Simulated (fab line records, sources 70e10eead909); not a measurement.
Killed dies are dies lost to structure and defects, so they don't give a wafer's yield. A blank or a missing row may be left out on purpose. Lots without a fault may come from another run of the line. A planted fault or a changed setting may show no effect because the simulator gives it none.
A struck lot beside a sound one | flow nand_harc | 43 steps out of a route of 1159
Sound: wafers L412.1, L412.3, L412.4. Struck: wafers L428.1, L428.3, L428.6. The cause comes at the end.
At each step with rows: each side's tool, then ch and its chambers, then its first start. Under that, the readings that differ: sound wafers | struck wafers | difference of the means | sigmas: that difference in standard deviations of wafers without a fault.
alike: readings whose means differ by less than 2 such deviations, and words and numbers that are the same on both sides. not compared: withheld readings, readings that some wafer has no value for, bounds like >300 that may hide the same value, and numbers for which the record gives no deviation and whose values overlap.
The two part at a step that has a row with sigmas, a row that says differs or no value, or rows on one side only. Numbers that don't overlap but have no deviation are shown without sigmas and don't part them. A reading that every wafer of one side lacks parts them only if that side has two wafers or more.

first, 7 steps without rows for these wafers: NHARC_P_STI_SRD_35; NHARC_P_STI_ETCH_36 (etches SiO2 in dHF, target depth 38.8 nm); NHARC_P_STI_STRIP_24 (strips Si3N4 in H3PO4); NHARC_P_STI_ETCH_37 (etches SiO2 in dHF, target depth 11 nm); NHARC_P_STI_PRECLEAN_38 (cleans in SC1); NHARC_P_STI_SRD_39; NHARC_P_STI_OXIDE_40 (material SiO2, target thk 10 nm, ox time 1362 s).
NHARC_P_STI_INSPECT_25:
  sound on defect_inspect-02, day 3 14:46; struck on defect_inspect-02, day 7 20:37
  reading          | sound       | struck      | difference | sigmas
  raw_defect_count | 402 401 389 | 145 130 167 | -250       | -3
then, 3 steps without rows for these wafers: NHARC_P_GATE_ETCH_69 (etches SiO2 in dHF, target depth 14 nm); NHARC_P_GATE_PRECLEAN_70 (cleans in SC1); NHARC_P_GATE_SRD_01.
NHARC_P_GATE_OXIDE_02: material SiO2, target thk 37.5 nm, ox time 365 s.
  sound on furnace-01 ch 0, day 3 17:48; struck on furnace-08 ch 0, day 7 23:54
  reading                   | sound          | struck         | difference | sigmas
  zone_power_centre_pct (%) | 24.9 24.8 24.5 | 21.5 21.6 21.5 | -3.2       | -2
then, 8 steps without rows for these wafers: NHARC_P_GATE_DEHYDRATE_03 (time 120 s); NHARC_P_GATE_HMDS_04 (time 30 s); NHARC_P_GATE_COAT_05; NHARC_P_GATE_SOFTBAKE_06 (time 95 s); NHARC_P_GATE_EBR_07; NHARC_P_GATE_EXPOSE_08 (exposes mask P HV); NHARC_P_GATE_PEB_09 (peb time 85 s); NHARC_P_GATE_DEVELOP_10 (time 70 s).
NHARC_P_GATE_CD_MEAS_11: target cd 1640 nm.
  sound on cd_sem-02 ch 0, day 3 22:52; struck on cd_sem-01 ch 0, day 8 04:49
  alike: cd_nm
then, 1 step without rows for these wafers: NHARC_P_GATE_HARDBAKE_12 (time 80 s).
NHARC_P_GATE_DESCUM_13: chemistry O2, time 3 s.
  sound on rie_diel-12 ch 1,2,3, day 3 23:02; struck on rie_diel-12 ch 2,3, day 8 04:59
  reading                | sound                | struck               | difference | sigmas
  throttle_valve_pct (%) | 11.291 11.304 11.307 | 11.330 11.304 11.327 | +0.020     | +2
  alike: drypump_motor_current_A, oes_product_au, rf_vpp_V, showerhead_plenum_p_Torr
  not compared: rf_hours_counter_h
then, 6 steps without rows for these wafers: NHARC_P_GATE_ETCH_14 (etches SiO2 in dHF, target depth 48.8 nm); NHARC_P_GATE_STRIP_15 (strips in SPM, time 780 s); NHARC_P_GATE_PRECLEAN_71 (cleans in SC1); NHARC_P_GATE_SRD_72; NHARC_P_GATE_OXIDE_16 (material SiO2, target thk 3 nm, ox time 392 s); NHARC_P_GATE_CVD_17 (deposits poly-Si, target thk 150 nm, time 900 s).
NHARC_P_GATE_HM_DEP_102: deposits aC, target thk 120 nm.
  sound on acl_dep-03 ch 0, day 4 12:17; struck on acl_dep-03 ch 0, day 8 19:36
  reading              | sound | struck               | difference                   | sigmas
  susceptor_temp_C (C) | - - - | 400.15 400.15 400.46 | no value on the sound wafers |
  alike: throttle_valve_pct
NHARC_P_GATE_DEP_103: deposits SiON, target thk 30 nm.
  sound on pecvd-03 ch 0,1, day 4 12:58; struck on pecvd-03 ch 1,2, day 8 20:16
  alike: heater_power_outer_w, heater_power_w, susceptor_temp_C
then, 8 steps without rows for these wafers: NHARC_P_GATE_DEHYDRATE_18 (time 120 s); NHARC_P_GATE_HMDS_19 (time 30 s); NHARC_P_GATE_COAT_20 (resist thk 90 nm); NHARC_P_GATE_SOFTBAKE_21 (time 55 s); NHARC_P_GATE_EBR_22; NHARC_P_GATE_EXPOSE_23 (exposes mask P GATE, target cd 120 nm); NHARC_P_GATE_PEB_24 (peb time 65 s); NHARC_P_GATE_DEVELOP_25 (develop time 35 s).
NHARC_P_GATE_CD_MEAS_26: target cd 120 nm.
  sound on cd_sem-02 ch 0, day 4 13:29; struck on cd_sem-02 ch 0, day 8 20:56
  alike: cd_nm
NHARC_P_GATE_OVL_MEAS_27:
  sound on overlay-02, day 4 13:35; struck on overlay-02, day 8 21:02
  reading           | sound       | struck       | difference | sigmas
  overlay_y_nm (nm) | 2.9 2.7 3.1 | 0.2 -0.1 0.6 | -2.7       | -2
  alike: overlay_x_nm
NHARC_P_GATE_INSPECT_28:
  sound on defect_inspect-01, day 4 13:37; struck on defect_inspect-02, day 8 21:14
  reading          | sound | struck      | difference | sigmas
  raw_defect_count | 4 0 3 | 330 331 352 | +335       | +99 or more
  not compared: hold
NHARC_END_SORT_01:
  the record has rows for the sound wafers here (prober-01 ch 0, day 19 15:03) and none for the struck ones

WHERE THEY PART
First at NHARC_P_STI_INSPECT_25; last, within this record, at NHARC_END_SORT_01.

WHY: what the simulator had put in
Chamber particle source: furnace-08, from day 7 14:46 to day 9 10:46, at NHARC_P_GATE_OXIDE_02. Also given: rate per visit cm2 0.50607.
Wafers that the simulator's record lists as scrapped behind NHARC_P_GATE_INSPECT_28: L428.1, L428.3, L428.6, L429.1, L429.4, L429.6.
